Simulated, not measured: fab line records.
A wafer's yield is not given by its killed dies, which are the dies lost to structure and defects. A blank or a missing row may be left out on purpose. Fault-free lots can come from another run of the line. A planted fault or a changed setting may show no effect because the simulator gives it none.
Lot-split experiment	flow n5_finfet	39 wafers read across 7 lots, on a route 1938 steps long

== ON THE SPLIT ==
At N5_BEOL_M2_TRENCH_ETCH_37 (etches SiOC in C4F6/O2, target depth 55.555 nm, time 29.2 s), the setting time_s was moved away from the recipe's 29.2 s on 15 of the 39 wafers read, by -46.9% to +57.2%. The other wafers ran this setting at the recipe's value.

== FROM THE SPLIT TO THE READING: what the file shows between them, 8 steps ==
- N5_BEOL_M2_ETCH_41: etches SiCN in CH3F/O2, target depth 29.9 nm, time 52.5 s
- N5_BEOL_M2_STRIP_97: strips in N2/H2, time 10 s
- N5_BEOL_M2_OCD_MEAS_38
- N5_BEOL_M2_HM_STRIP_39: strips TiN in peroxide tin strip, target depth 25 nm, time 158 s
- N5_BEOL_M2_SRD_40: time 30 s
- N5_BEOL_M2_ECD_50: material Cu, target thk 300 nm
- N5_BEOL_M2_ANNEAL_51: time 90 s
- N5_BEOL_M2_CMP_52: polishes, stops on SiOC, t overpolish 6.8 s, target thk 40 nm

== THE READING ==
M2_THK, in nm, at N5_BEOL_M2_THK_MEAS_53 (measures by xrf). On this fab line, fault-free wafers typically give 40.7 nm with a standard deviation of 1.2 nm.

wafer	tool, chamber at the split	time_s as run, s	against the recipe	M2_THK, nm	against lot-mates on the recipe
L077.1	rie_diel-03, 2	16.54	-43.4%	16.2	-25.1
L077.2	rie_diel-03, 3	29.2	recipe	42.4	-
L077.3	rie_diel-03, 1	16.54	-43.4%	17.5	-23.8
L077.4	rie_diel-03, 0	16.54	-43.4%	16.5	-24.8
L077.5	rie_diel-03, 3	29.2	recipe	41.4	-
L077.6	rie_diel-03, 2	29.2	recipe	40.1	-
L079.1	rie_diel-04, 2	35.17	+20.4%	55.5	+14.8
L079.2	rie_diel-04, 0	29.2	recipe	40.3	-
L079.3	rie_diel-04, 3	29.2	recipe	41.0	-
L079.4	rie_diel-04, 1	35.17	+20.4%	53.2	+12.5
L079.5	rie_diel-04, 3	35.17	+20.4%	51.7	+11.0
L079.6	rie_diel-04, 0	29.2	recipe	40.8	-
L081.1	rie_diel-03, 1	29.2	recipe	39.2	-
L081.2	rie_diel-03, 2	20.01	-31.5%	20.5	-17.6
L081.3	rie_diel-03, 0	20.01	-31.5%	21.5	-16.6
L081.4	rie_diel-03, 3	29.2	recipe	37.6	-
L081.5	rie_diel-03, 1	20.01	-31.5%	21.9	-16.2
L081.6	rie_diel-03, 2	29.2	recipe	37.4	-
L088.1	rie_diel-01, 3	29.2	recipe	39.2	-
L088.2	rie_diel-01, 1	29.2	recipe	40.0	-
L088.3	rie_diel-01, 0	45.91	+57.2%	73.4	+33.6
L088.4	rie_diel-01, 2	29.2	recipe	40.1	-
L088.5	rie_diel-01, 1	45.91	+57.2%	72.5	+32.7
L088.6	rie_diel-01, 2	45.91	+57.2%	71.7	+31.9
L089.1	rie_diel-01, 0	29.2	recipe	38.2	-
L089.2	rie_diel-01, 3	29.2	recipe	41.2	-
L089.3	rie_diel-01, 2	29.2	recipe	39.9	-
L089.4	rie_diel-01, 3	29.2	recipe	41.6	-
L089.5	rie_diel-01, 2	29.2	recipe	41.6	-
L089.6	rie_diel-01, 0	29.2	recipe	40.6	-
L092.1	rie_diel-04, 3	15.51	-46.9%	15.1	-26.3
L092.2	rie_diel-04, 1	15.51	-46.9%	14.5	-26.9
L092.3	rie_diel-04, 2	29.2	recipe	40.9	-
L092.4	rie_diel-04, 3	29.2	recipe	43.1	-
L092.5	rie_diel-04, 1	15.51	-46.9%	13.8	-27.6
L092.6	rie_diel-04, 2	29.2	recipe	40.2	-
L094.1	rie_diel-04, 3	29.2	recipe	44.0	-
L094.2	rie_diel-04, 2	29.2	recipe	41.2	-
L094.5	rie_diel-04, 3	29.2	recipe	42.1	-

THE FIT
A straight line over all 39 wafers: M2_THK changes by +0.566 nm for each +1% of time_s; r = +1.00; the points scatter about the line by 1.5 nm.
The same after taking each lot's own level away (the mean of its wafers on the recipe; 39 wafers): +0.571 nm for each +1%; r = +1.00; scatter 1.1 nm.
The reading moves by 33 nm for the largest change in time_s, on that fit.
The span of the lots' own levels, 38.07 to 42.43 nm, comes to 3.6 times the standard deviation stated above.
The two slopes agree, so the slope changes little with the lot-to-lot level.
Check: with one of the wafers moved furthest among these (+57.2%) left out of the fit, the line predicts +32.7 nm for it against its lot-mates. Against them it came out at +33.6 nm.

== THE WHOLE CHAIN: every reading that the file lists as answering this split, in the file's order ==
step	what it does	reading	change (the file's fit)	r (the file's)
N5_BEOL_M2_TRENCH_ETCH_37	etches SiOC in C4F6/O2, target depth 55.555 nm, time 29.2 s	BEOL_M2.feature_depth_nm (the simulator's own value, which no gauge read)	+0.552 nm for each +1% of the setting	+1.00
N5_BEOL_M2_TRENCH_ETCH_37	etches SiOC in C4F6/O2, target depth 55.555 nm, time 29.2 s	etch.depth_nm (the simulator's own value, which no gauge read)	+0.552 nm for each +1% of the setting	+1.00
N5_BEOL_M2_TRENCH_ETCH_37	etches SiOC in C4F6/O2, target depth 55.555 nm, time 29.2 s	TiN_of_BEOL_M2_HM_DEP_02.thk_nm (the simulator's own value, which no gauge read)	-0.0218 nm for each +1% of the setting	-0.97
N5_BEOL_M2_OCD_MEAS_38		trench_depth_nm	+0.549 nm for each +1% of the setting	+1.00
N5_BEOL_M2_CMP_52	polishes, stops on SiOC, t overpolish 6.8 s, target thk 40 nm	Cu_of_BEOL_M2_ECD_50.thk_nm (the simulator's own value, which no gauge read)	+0.561 nm for each +1% of the setting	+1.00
N5_BEOL_M2_THK_MEAS_53	measures by xrf	M2_THK	+0.57 for each +1% of the setting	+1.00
N5_BEOL_M2_RS_MEAS_58	measures by four-point-probe	M2_RS	not straight: 2.737 at the lowest setting, 0.674 at the recipe, 0.327 at the highest	not given

== FILE'S OWN FIT ==
M2_THK changes by +0.57 nm for each +1% of time_s, r = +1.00.
